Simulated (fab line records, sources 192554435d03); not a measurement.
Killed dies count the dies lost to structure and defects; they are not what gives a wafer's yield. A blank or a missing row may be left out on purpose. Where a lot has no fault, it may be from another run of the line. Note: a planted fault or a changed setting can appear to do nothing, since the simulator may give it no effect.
Lot-split experiment + flow n5Finfet + 21 wafers read across 7 lots, on a route 1938 steps long

SPLIT DETAILS
At N5_BEOL_M12_DEP_53 (deposits SiCN from 3MS/NH3, target thk 30 nm, time 10.5 s), the setting timeS was moved away from the recipe's 10.5 s on 4 of the 21 wafers read, by -13.8% to -10.1%. All remaining wafers had this setting at the recipe value.

Reading taken at the split's own step.

THE READING
SiCN_of_BEOL_M12_DEP_53.thkNm (the simulator's own value, which no gauge read), in nm, at N5_BEOL_M12_DEP_53 (deposits SiCN from 3MS/NH3, target thk 30 nm, time 10.5 s). No usual value for it is given in the file. Average 30.0 nm, standard deviation 0.3 nm, over the 17 wafers here run with the recipe.

| wafer  | tool, chamber at the split | timeS as run, s | against the recipe | SiCN_of_BEOL_M12_DEP_53.thkNm, nm | against lot-mates on the recipe |
|--------|----------------------------|-----------------|--------------------|-----------------------------------|---------------------------------|
| L074.2 | pecvd-02, 0,1              | 10.5            | recipe             | 29.8                              | -                               |
| L074.3 | pecvd-02, 0,1              | 10.5            | recipe             | 29.8                              | -                               |
| L074.4 | pecvd-02, 1                | 10.5            | recipe             | 30.6                              | -                               |
| L076.3 | pecvd-04, 2                | 10.5            | recipe             | 30                                | -                               |
| L076.4 | pecvd-04, 1                | 10.5            | recipe             | 30.2                              | -                               |
| L076.6 | pecvd-04, 2                | 10.5            | recipe             | 29.8                              | -                               |
| L080.3 | pecvd-02, 0                | 10.5            | recipe             | 29.8                              | -                               |
| L080.4 | pecvd-02, 1                | 9.055           | -13.8%             | 26.4                              | -3.6                            |
| L080.5 | pecvd-02, 2                | 10.5            | recipe             | 30.2                              | -                               |
| L085.3 | pecvd-01, 1                | 9.442           | -10.1%             | 26.8                              | -3.5                            |
| L085.4 | pecvd-01, 0                | 10.5            | recipe             | 30.4                              | -                               |
| L085.5 | pecvd-01, 2                | 10.5            | recipe             | 30.2                              | -                               |
| L088.4 | pecvd-04, 1                | 10.5            | recipe             | 30                                | -                               |
| L088.5 | pecvd-04, 0,2              | 10.5            | recipe             | 29.8                              | -                               |
| L088.6 | pecvd-04, 0,2              | 10.5            | recipe             | 29.8                              | -                               |
| L093.2 | pecvd-01, 0                | 10.5            | recipe             | 30                                | -                               |
| L093.3 | pecvd-01, 2                | 9.36            | -10.9%             | 26.6                              | -3.4                            |
| L093.5 | pecvd-01, 0                | 9.36            | -10.9%             | 27.4                              | -2.6                            |
| L091.1 | pecvd-04, 2,0              | 10.5            | recipe             | 29.4                              | -                               |
| L091.2 | pecvd-04, 2,0              | 10.5            | recipe             | 29.4                              | -                               |
| L091.6 | pecvd-04, 2                | 10.5            | recipe             | 30                                | -                               |
Where a row lists several chambers, the file gives one row for several wafers and doesn't say which wafer went through which chamber.

FIT RESULTS
A straight line over all 21 wafers: SiCN_of_BEOL_M12_DEP_53.thkNm changes by +0.274 nm for each +1% of timeS; r = +0.97; the points scatter about the line by 0.33 nm.
The same after taking each lot's own level away (the mean of its wafers on the recipe; 21 wafers): +0.284 nm for each +1%; r = +0.98; scatter 0.3 nm.
On that fit, the largest move of timeS shifts the reading by 3.9 nm.
The span of the lots' own levels, 29.60 to 30.30 nm, comes to 2.3 times the standard deviation stated above.
Consequently the slope shifts little with the lot-to-lot level, the two slopes agreeing.
Check: -4.1 nm against its lot-mates is what the line predicts for one of the wafers moved furthest among these (-13.8%) when that wafer is left out of the fit. Against them it came out at -3.6 nm.

THESE WAFERS: OTHER SPLITS
Before the reading, these wafers also passed through other splits. Each is held against what the fit with the lots' levels taken away leaves over:
| other split on the same wafers    | wafers away from the commonest value | r with SiCN_of_BEOL_M12_DEP_53.thkNm (lot level and that fit taken away) |
|-----------------------------------|--------------------------------------|--------------------------------------------------------------------------|
| N5_BEOL_M8_TRENCH_ETCH_37 sourceW | 11                                   | -0.10                                                                    |
| N5_BEOL_M9_ILD_DEP_00 timeS       | 11                                   | -0.07                                                                    |
| N5_BEOL_M9_PECVD_70 tempC         | 8                                    | +0.30                                                                    |
| N5_BEOL_M10_VIA_ETCH_34 biasW     | 6                                    | -0.12                                                                    |
| N5_BEOL_M10_ETCH_41 sourceW       | 4                                    | +0.09                                                                    |
| N5_BEOL_M11_COAT_22 spinRpm       | 9                                    | -0.05                                                                    |
| N5_BEOL_M11_ETCH_66 timeS         | 4                                    | -0.19                                                                    |

FILE'S OWN FIT
SiCN_of_BEOL_M12_DEP_53.thkNm changes by +0.287 nm for each +1% of timeS, r = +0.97.
